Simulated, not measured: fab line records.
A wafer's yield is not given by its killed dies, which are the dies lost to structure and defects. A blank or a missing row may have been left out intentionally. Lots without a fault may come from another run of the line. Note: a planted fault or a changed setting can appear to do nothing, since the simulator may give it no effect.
Lot-split experiment | flow n5_finfet | on a route of 1938 steps: 7 lots, 21 wafers read

## THE SPLIT ITSELF
At N5_BEOL_M4_COAT_62 (time 60 s, resist thk 12 nm), the setting spin_rpm was moved away from the recipe's 1500 rpm on 5 of the 21 wafers read, by -10.3% to +3.9%. For the rest of the wafers, this setting stayed at what the recipe calls for.

## FROM THE SPLIT TO THE READING: what the file shows between them, 4 steps
- N5_BEOL_M4_COAT_73: time 60 s, resist thk 5 nm
- N5_BEOL_M4_COAT_05: resist thk 30 nm
- N5_BEOL_M4_DESCUM_16: chemistry O2, time 7 s
- N5_BEOL_M4_ETCH_74: etches underlayer in N2/H2, target depth 6.5 nm, time 5.2 s

## THE READING
etch.depth_nm (the simulator's own value, which no gauge read), in nm, at N5_BEOL_M4_ETCH_63 (etches SiARC in CF4, target depth 15.6 nm, time 26 s). No usual value for it is given in the file. Here, 16 wafers ran the recipe; their average is 12.00 nm with a standard deviation of 0.039 nm.

wafer  | tool, chamber at the split | spin_rpm as run, rpm | against the recipe | etch.depth_nm, nm | against lot-mates on the recipe
L075.1 | litho_track-01, 0          | 1559                 | +3.9%              | 11.73             | -0.24
L075.2 | litho_track-01, 0          | 1500                 | recipe             | 12.01             | -
L075.3 | litho_track-01, 0          | 1500                 | recipe             | 11.93             | -
L076.3 | litho_track-05, 0          | 1500                 | recipe             | 11.94             | -
L076.4 | litho_track-05, 0          | 1500                 | recipe             | 12                | -
L076.5 | litho_track-05, 0          | 1411                 | -5.9%              | 12.36             | +0.39
L087.1 | litho_track-01, 0          | 1500                 | recipe             | 12.04             | -
L087.5 | litho_track-01, 0          | 1500                 | recipe             | 12.06             | -
L087.6 | litho_track-01, 0          | 1500                 | recipe             | 12.05             | -
L090.2 | litho_track-04, 0          | 1418                 | -5.5%              | 12.3              | +0.36
L090.5 | litho_track-04, 0          | 1418                 | -5.5%              | 12.3              | +0.36
L090.6 | litho_track-04, 0          | 1500                 | recipe             | 11.94             | -
L092.2 | litho_track-04, 0          | 1500                 | recipe             | 12.01             | -
L092.3 | litho_track-04, 0          | 1500                 | recipe             | 11.99             | -
L092.6 | litho_track-04, 0          | 1500                 | recipe             | 11.98             | -
L093.1 | litho_track-01, 0          | 1500                 | recipe             | 12.04             | -
L093.2 | litho_track-01, 0          | 1345                 | -10.3%             | 12.72             | +0.69
L093.6 | litho_track-01, 0          | 1500                 | recipe             | 12.02             | -
L094.2 | litho_track-04, 0          | 1500                 | recipe             | 11.96             | -
L094.4 | litho_track-04, 0          | 1500                 | recipe             | 12                | -
L094.6 | litho_track-04, 0          | 1500                 | recipe             | 11.99             | -

FIT RESULTS
A straight line over all 21 wafers: etch.depth_nm changes by -0.0648 nm for each +1% of spin_rpm; r = -0.98; the points scatter about the line by 0.041 nm.
The same after taking each lot's own level away (the mean of its wafers on the recipe; 21 wafers): -0.0658 nm for each +1%; r = -1.00; scatter 0.019 nm.
The reading moves by 0.68 nm for the largest change in spin_rpm, on that fit.
Measured against the standard deviation above, the lots' own levels, which go from 11.940 to 12.050 nm, span 2.8 times it.
The two slopes agree, so the slope changes little with the lot-to-lot level.
Check: for one of the wafers moved furthest among these (-10.3%), held out of the fit, the line's prediction against its lot-mates is +0.673 nm. It came out at +0.69 nm against them.

## OTHER SPLITS APPLIED TO THESE WAFERS
Before the reading, these wafers also passed through other splits. Each is held against what the fit with the lots' levels taken away leaves over:
other split on the same wafers       | wafers away from the commonest value | r with etch.depth_nm (lot level and that fit taken away)
N5_MOL_CONTACT_COAG_DESCUM_45 time_s | 7                                    | +0.17
N5_BEOL_M0_SAQP_EXPOSE_37 dose_mj    | 8                                    | +0.00
N5_BEOL_M0_SAQP_ALD_48 ald_cycles    | 5                                    | +0.02
N5_BEOL_M1_EXPOSE_25 dose_mj         | 5                                    | +0.18
N5_BEOL_M2_ETCH_64 bias_w            | 9                                    | +0.26
N5_BEOL_M3_ETCH_41 target_depth_a    | 5                                    | -0.26

## THE WHOLE CHAIN: every reading that the file lists as answering this split, in the file's order
step               | what it does                                         | reading                                                                          | change (the file's fit)                | r (the file's)
N5_BEOL_M4_COAT_62 | time 60 s, resist thk 12 nm                          | SiARC_of_BEOL_M4_COAT_62.thk_nm (the simulator's own value, which no gauge read) | -0.0727 nm for each +1% of the setting | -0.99
N5_BEOL_M4_ETCH_63 | etches SiARC in CF4, target depth 15.6 nm, time 26 s | etch.depth_nm (the simulator's own value, which no gauge read)                   | -0.0663 nm for each +1% of the setting | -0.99

## THE FILE'S OWN FIT
etch.depth_nm changes by -0.0663 nm for each +1% of spin_rpm, r = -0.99.
